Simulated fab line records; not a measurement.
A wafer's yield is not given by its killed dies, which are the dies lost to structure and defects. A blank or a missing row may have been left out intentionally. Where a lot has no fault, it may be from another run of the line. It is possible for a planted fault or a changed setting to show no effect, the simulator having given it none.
Matching of chambers || flow n5 finfet || 3 sister chambers for N5_BEOL_M6_ILD_DEP_00 on pecvd-03
The step deposits SiCOH lowk from DEMS/porogen, target thk 179.75 nm, time 33.4 s. 6 wafers are shown with their chamber, then 8 later ones without.

== WAFERS WITH THEIR CHAMBER ==
{"wafer": "L084.2", "chamber": 2, "throttle valve pct (%)": 13.6, "showerhead plenum p Torr (Torr)": 5.734}
{"wafer": "L090.5", "chamber": 2, "throttle valve pct (%)": 13.6, "showerhead plenum p Torr (Torr)": 5.715}
{"wafer": "L090.6", "chamber": 1, "throttle valve pct (%)": 13.4, "showerhead plenum p Torr (Torr)": 5.727}
{"wafer": "L092.4", "chamber": 0, "throttle valve pct (%)": 14.4, "showerhead plenum p Torr (Torr)": 5.725}
{"wafer": "L092.5", "chamber": 1, "throttle valve pct (%)": 13.3, "showerhead plenum p Torr (Torr)": 5.722}
{"wafer": "L093.2", "chamber": 0, "throttle valve pct (%)": 14.6, "showerhead plenum p Torr (Torr)": 5.738}

== WAFERS WHOSE CHAMBER IS MISSING ==
{"wafer": "L093.3", "throttle valve pct (%)": 14.8, "showerhead plenum p Torr (Torr)": 5.741}
{"wafer": "L093.4", "throttle valve pct (%)": 13.2, "showerhead plenum p Torr (Torr)": 5.723}
{"wafer": "L095.1", "throttle valve pct (%)": 14.3, "showerhead plenum p Torr (Torr)": 5.742}
{"wafer": "L095.3", "throttle valve pct (%)": 13.4, "showerhead plenum p Torr (Torr)": 5.706}
{"wafer": "L095.6", "throttle valve pct (%)": 13.4, "showerhead plenum p Torr (Torr)": 5.727}
{"wafer": "L097.1", "throttle valve pct (%)": 13.4, "showerhead plenum p Torr (Torr)": 5.737}
{"wafer": "L097.2", "throttle valve pct (%)": 14.6, "showerhead plenum p Torr (Torr)": 5.728}
{"wafer": "L097.5", "throttle valve pct (%)": 14.7, "showerhead plenum p Torr (Torr)": 5.745}

== THE CHAMBER EACH PASSED THROUGH ==
{"wafer": "L093.3", "from the rows above": 0, "in truth": 0}
{"wafer": "L093.4", "from the rows above": 1, "in truth": 1}
{"wafer": "L095.1", "from the rows above": 0, "in truth": 0}
{"wafer": "L095.3", "from the rows above": "can't be placed: 1 or 2", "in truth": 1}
{"wafer": "L095.6", "from the rows above": "can't be placed: 1 or 2", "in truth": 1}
{"wafer": "L097.1", "from the rows above": "can't be placed: 1 or 2", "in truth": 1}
{"wafer": "L097.2", "from the rows above": 0, "in truth": 0}
{"wafer": "L097.5", "from the rows above": 0, "in truth": 0}
Correct placement for 5 of the 8. From these rows, 3 cannot be placed; in 3 the true chamber is one of the candidates. Number placed wrongly: 0.
How it was worked out, from the rows above alone: a wafer's distance from a chamber is the root of the sum, over the readings, of the square of ((its reading less the chamber's mean) divided by the reading's scatter). If the next closest chamber is less than 2 further off than the closest, the wafer can't be placed; otherwise it belongs to the closest. Each chamber's mean is taken over the wafers shown for it. The scatter: the root of (the sum of the squares of (reading less its chamber's mean) over the shown wafers, divided by (wafers less chambers)).
